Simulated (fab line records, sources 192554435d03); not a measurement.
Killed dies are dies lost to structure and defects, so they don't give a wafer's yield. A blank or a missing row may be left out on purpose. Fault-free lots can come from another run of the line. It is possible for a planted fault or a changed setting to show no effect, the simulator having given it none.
Matching of chambers | flow n5_finfet | rie_si-06 running N5_STI_FIN_REVEAL_ETCH_34: 4 sister chambers
The step etches Si in H2, material Si, target depth 0.97 nm. 30 wafers are shown with their chamber, then 12 later ones without.

WAFERS, EACH WITH ITS CHAMBER
wafer  | chamber | drypump_motor_current_A (A) | throttle_valve_pct (%) | oes_product_au (a.u.)
L074.1 | 1       | 5.2                         | 25.60                  | 0.983
L074.2 | 2       | 6.7                         | 25.89                  | 1.006
L074.3 | 0       | 5.7                         | 26.20                  | 1.009
L075.1 | 3       | 5.4                         | 25.86                  | 0.983
L075.2 | 2       | 6.7                         | 25.88                  | 0.997
L075.3 | 1       | 5.2                         | 25.60                  | 0.981
L075.4 | 0       | 5.7                         | 26.23                  | 1.007
L075.5 | 3       | 5.4                         | 25.85                  | 0.977
L075.6 | 0       | 5.7                         | 26.22                  | 1.014
L076.1 | 1       | 5.2                         | 25.61                  | 0.984
L076.2 | 0       | 5.6                         | 26.22                  | 1.002
L076.3 | 3       | 5.4                         | 25.85                  | 0.986
L076.4 | 2       | 6.7                         | 25.90                  | 0.993
L076.5 | 2       | 6.7                         | 25.89                  | 1.005
L076.6 | 1       | 5.2                         | 25.60                  | 0.977
L077.1 | 2       | 6.7                         | 25.87                  | 1.002
L077.5 | 0       | 5.6                         | 26.22                  | 1.015
L077.6 | 3       | 5.4                         | 25.84                  | 0.988
L078.3 | 1       | 5.2                         | 25.59                  | 0.989
L078.4 | 0       | 5.7                         | 26.21                  | 1.009
L078.6 | 0       | 5.7                         | 26.20                  | 1.009
L081.1 | 3       | 5.4                         | 25.85                  | 0.980
L081.2 | 0       | 5.7                         | 26.21                  | 1.004
L081.3 | 2       | 6.7                         | 25.88                  | 0.987
L081.4 | 1       | 5.2                         | 25.59                  | 0.986
L081.5 | 0       | 5.7                         | 26.21                  | 1.021
L081.6 | 1       | 5.2                         | 25.59                  | 0.992
L089.1 | 3       | 5.4                         | 25.84                  | 0.999
L089.2 | 0       | 5.7                         | 26.22                  | 1.005
L089.4 | 2       | 6.7                         | 25.90                  | 0.996

SIGNATURES, as means of the wafers listed above
reading                 | chamber 0 | chamber 1 | chamber 2 | chamber 3 | scatter within a chamber
drypump_motor_current_A | 5.680     | 5.200     | 6.700     | 5.400     | 0.0248
throttle_valve_pct      | 26.2140   | 25.5971   | 25.8871   | 25.8483   | 0.00922
oes_product_au          | 1.00950   | 0.98457   | 0.99800   | 0.98550   | 0.00627
Rule: a wafer's distance from a chamber is the root of the sum, over the readings, of the square of ((its reading less the chamber's mean) divided by the reading's scatter). The wafer belongs to the nearest chamber; if the next one is less than 2 further off, it can't be placed. How the scatter is found: for the shown wafers, subtract from each reading the mean of its chamber, square and add these, divide the total by (wafers less chambers), then take the root.

WAFERS MISSING THEIR CHAMBER
wafer  | drypump_motor_current_A (A) | throttle_valve_pct (%) | oes_product_au (a.u.)
L091.1 | 5.4                         | 25.84                  | 0.979
L091.4 | 5.7                         | 26.21                  | 1.001
L091.6 | 5.7                         | 26.20                  | 1.003
L092.1 | 5.2                         | 25.61                  | 0.982
L092.2 | 5.6                         | 26.19                  | 1.015
L092.3 | 6.7                         | 25.88                  | 0.997
L093.1 | 5.2                         | 25.61                  | 0.981
L093.2 | 5.7                         | 26.21                  | 1.000
L093.3 | 6.7                         | 25.89                  | 1.011
L093.4 | 5.4                         | 25.85                  | 0.978
L093.5 | 6.7                         | 25.91                  | 1.002
L093.6 | 5.4                         | 25.84                  | 0.992

WHICH CHAMBER EACH WENT THROUGH
wafer  | from the rows above | in truth
L091.1 | 3                   | 3
L091.4 | 0                   | 0
L091.6 | 0                   | 0
L092.1 | 1                   | 1
L092.2 | 0                   | 0
L092.3 | 2                   | 2
L093.1 | 1                   | 1
L093.2 | 0                   | 0
L093.3 | 2                   | 2
L093.4 | 3                   | 3
L093.5 | 2                   | 2
L093.6 | 3                   | 3
Placed correctly: 12 of 12. Left unplaced by these rows: 0. 0 placed wrongly.
